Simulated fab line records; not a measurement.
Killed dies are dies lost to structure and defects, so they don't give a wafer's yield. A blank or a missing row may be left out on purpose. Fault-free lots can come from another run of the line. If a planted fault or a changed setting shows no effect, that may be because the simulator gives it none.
Chamber matching    flow n5Finfet    N5_GATE_CUT_ETCH_36 on rieDiel-03: 4 sister chambers
The step etches SiARC in CF4, target depth 13 nm, time 21.7 s. 4 wafers are shown with their chamber, then 9 later ones without.

WAFERS PAIRED WITH THEIR CHAMBERS
wafer   chamber  showerheadPlenumPTorr (Torr)
L082.6  2        2.15
L085.2  3        2.18
L085.3  1        2.23
L085.4  0        2.07

WAFERS WITHOUT THEIR CHAMBER
wafer   showerheadPlenumPTorr (Torr)
L091.2  2.23
L091.5  2.14
L091.6  2.17
L093.3  2.07
L093.4  2.23
L093.6  2.23
L097.1  2.14
L097.2  2.17
L097.5  2.07

THE CHAMBER EACH PASSED THROUGH
wafer   from the rows above      in truth
L091.2  1                        1
L091.5  2                        2
L091.6  can't be placed: 3 or 2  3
L093.3  0                        0
L093.4  1                        1
L093.6  1                        1
L097.1  2                        2
L097.2  can't be placed: 3 or 2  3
L097.5  0                        0
Placed correctly: 7 of 9. These rows do not allow placing 2 (true chamber among the candidates in 2). Placed wrongly: 0.
How it was worked out, from the rows above alone: a wafer's distance from a chamber is the root of the sum, over the readings, of the square of ((its reading less the chamber's mean) divided by the reading's scatter). The wafer belongs to the nearest chamber; if the next one is less than 2 further off, it can't be placed. For every chamber, the mean is computed from those of its wafers that are shown. The scatter: root of mean squared gap, hidden wafer to nearest shown wafer, with one shown wafer a chamber.
